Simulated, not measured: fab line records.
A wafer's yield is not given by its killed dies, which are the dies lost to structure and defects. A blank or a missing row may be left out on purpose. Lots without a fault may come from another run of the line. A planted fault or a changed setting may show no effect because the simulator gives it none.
Chamber matching / flow nand-harc / 4 sister chambers for NHARC_A_CHANNEL_HOLE_D1_DESCUM_15 on rie-diel-07
The step chemistry O2, time 3 s. 24 wafers are shown with their chamber, then 12 later ones without.

WAFERS, EACH WITH ITS CHAMBER
wafer=L077.1; chamber=1; drypump-motor-current-A (A)=4.9; rf-vpp-V (V)=59.0; oes-product-au (a.u.)=1.003
wafer=L077.5; chamber=3; drypump-motor-current-A (A)=6.3; rf-vpp-V (V)=58.0; oes-product-au (a.u.)=1.009
wafer=L077.6; chamber=2; drypump-motor-current-A (A)=5.8; rf-vpp-V (V)=59.6; oes-product-au (a.u.)=1.011
wafer=L080.3; chamber=2; drypump-motor-current-A (A)=5.7; rf-vpp-V (V)=59.1; oes-product-au (a.u.)=0.999
wafer=L080.5; chamber=1; drypump-motor-current-A (A)=4.9; rf-vpp-V (V)=58.7; oes-product-au (a.u.)=1.006
wafer=L080.6; chamber=2; drypump-motor-current-A (A)=5.7; rf-vpp-V (V)=58.4; oes-product-au (a.u.)=1.006
wafer=L083.1; chamber=0; drypump-motor-current-A (A)=5.7; rf-vpp-V (V)=57.2; oes-product-au (a.u.)=1.025
wafer=L083.4; chamber=2; drypump-motor-current-A (A)=5.7; rf-vpp-V (V)=56.1; oes-product-au (a.u.)=1.014
wafer=L083.6; chamber=0; drypump-motor-current-A (A)=5.6; rf-vpp-V (V)=58.8; oes-product-au (a.u.)=1.014
wafer=L085.1; chamber=0; drypump-motor-current-A (A)=5.6; rf-vpp-V (V)=58.0; oes-product-au (a.u.)=1.006
wafer=L085.2; chamber=1; drypump-motor-current-A (A)=4.9; rf-vpp-V (V)=59.0; oes-product-au (a.u.)=1.017
wafer=L085.4; chamber=2; drypump-motor-current-A (A)=5.7; rf-vpp-V (V)=57.5; oes-product-au (a.u.)=1.023
wafer=L085.3; chamber=3; drypump-motor-current-A (A)=6.3; rf-vpp-V (V)=58.2; oes-product-au (a.u.)=1.002
wafer=L085.5; chamber=1; drypump-motor-current-A (A)=4.9; rf-vpp-V (V)=57.8; oes-product-au (a.u.)=1.017
wafer=L085.6; chamber=0; drypump-motor-current-A (A)=5.6; rf-vpp-V (V)=58.0; oes-product-au (a.u.)=1.010
wafer=L086.1; chamber=3; drypump-motor-current-A (A)=6.3; rf-vpp-V (V)=57.2; oes-product-au (a.u.)=1.004
wafer=L086.4; chamber=1; drypump-motor-current-A (A)=4.9; rf-vpp-V (V)=58.3; oes-product-au (a.u.)=1.012
wafer=L086.5; chamber=2; drypump-motor-current-A (A)=5.7; rf-vpp-V (V)=56.9; oes-product-au (a.u.)=1.003
wafer=L090.1; chamber=1; drypump-motor-current-A (A)=4.9; rf-vpp-V (V)=57.7; oes-product-au (a.u.)=1.004
wafer=L090.2; chamber=2; drypump-motor-current-A (A)=5.8; rf-vpp-V (V)=58.9; oes-product-au (a.u.)=1.020
wafer=L090.4; chamber=0; drypump-motor-current-A (A)=5.7; rf-vpp-V (V)=57.4; oes-product-au (a.u.)=1.019
wafer=L093.1; chamber=0; drypump-motor-current-A (A)=5.7; rf-vpp-V (V)=56.5; oes-product-au (a.u.)=0.996
wafer=L093.2; chamber=2; drypump-motor-current-A (A)=5.7; rf-vpp-V (V)=58.0; oes-product-au (a.u.)=1.005
wafer=L093.4; chamber=1; drypump-motor-current-A (A)=4.9; rf-vpp-V (V)=59.2; oes-product-au (a.u.)=0.992

SIGNATURES (means of the wafers above)
reading=drypump-motor-current-A; chamber 0=5.650; chamber 1=4.900; chamber 2=5.725; chamber 3=6.300; scatter within a chamber=0.0387
reading=rf-vpp-V; chamber 0=57.650; chamber 1=58.529; chamber 2=58.062; chamber 3=57.800; scatter within a chamber=0.886
reading=oes-product-au; chamber 0=1.01167; chamber 1=1.00729; chamber 2=1.01012; chamber 3=1.00500; scatter within a chamber=0.00871
Rule: a wafer lies at a distance from a chamber equal to the root of the sum of squares, over the readings, of (its reading less the chamber's mean, divided by the reading's scatter). If the next closest chamber is less than 2 further off than the closest, the wafer can't be placed; otherwise it belongs to the closest. How the scatter is found: for the shown wafers, subtract from each reading the mean of its chamber, square and add these, divide the total by (wafers less chambers), then take the root.

WAFERS WITHOUT THEIR CHAMBER
wafer=L093.3; drypump-motor-current-A (A)=6.3; rf-vpp-V (V)=57.9; oes-product-au (a.u.)=0.989
wafer=L093.5; drypump-motor-current-A (A)=5.7; rf-vpp-V (V)=58.2; oes-product-au (a.u.)=1.001
wafer=L093.6; drypump-motor-current-A (A)=4.9; rf-vpp-V (V)=56.8; oes-product-au (a.u.)=1.000
wafer=L094.1; drypump-motor-current-A (A)=4.9; rf-vpp-V (V)=57.3; oes-product-au (a.u.)=1.006
wafer=L094.2; drypump-motor-current-A (A)=5.6; rf-vpp-V (V)=59.7; oes-product-au (a.u.)=1.009
wafer=L094.6; drypump-motor-current-A (A)=5.7; rf-vpp-V (V)=58.2; oes-product-au (a.u.)=1.011
wafer=L094.3; drypump-motor-current-A (A)=5.7; rf-vpp-V (V)=58.1; oes-product-au (a.u.)=1.008
wafer=L094.4; drypump-motor-current-A (A)=6.3; rf-vpp-V (V)=57.7; oes-product-au (a.u.)=1.002
wafer=L094.5; drypump-motor-current-A (A)=4.9; rf-vpp-V (V)=56.8; oes-product-au (a.u.)=1.014
wafer=L097.1; drypump-motor-current-A (A)=5.6; rf-vpp-V (V)=57.8; oes-product-au (a.u.)=1.001
wafer=L097.2; drypump-motor-current-A (A)=6.3; rf-vpp-V (V)=57.4; oes-product-au (a.u.)=1.004
wafer=L097.4; drypump-motor-current-A (A)=4.9; rf-vpp-V (V)=57.2; oes-product-au (a.u.)=1.006

CHAMBER TAKEN BY EACH
wafer=L093.3; from the rows above=3; in truth=3
wafer=L093.5; from the rows above=can't be placed: 2 or 0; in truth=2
wafer=L093.6; from the rows above=1; in truth=1
wafer=L094.1; from the rows above=1; in truth=1
wafer=L094.2; from the rows above=can't be placed: 0 or 2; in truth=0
wafer=L094.6; from the rows above=can't be placed: 2 or 0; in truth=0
wafer=L094.3; from the rows above=can't be placed: 2 or 0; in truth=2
wafer=L094.4; from the rows above=3; in truth=3
wafer=L094.5; from the rows above=1; in truth=1
wafer=L097.1; from the rows above=can't be placed: 0 or 2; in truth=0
wafer=L097.2; from the rows above=3; in truth=3
wafer=L097.4; from the rows above=1; in truth=1
Placed correctly: 7 of 12. Unplaceable from these rows: 5, with the true chamber sitting among the candidates in 5. 0 placed wrongly.
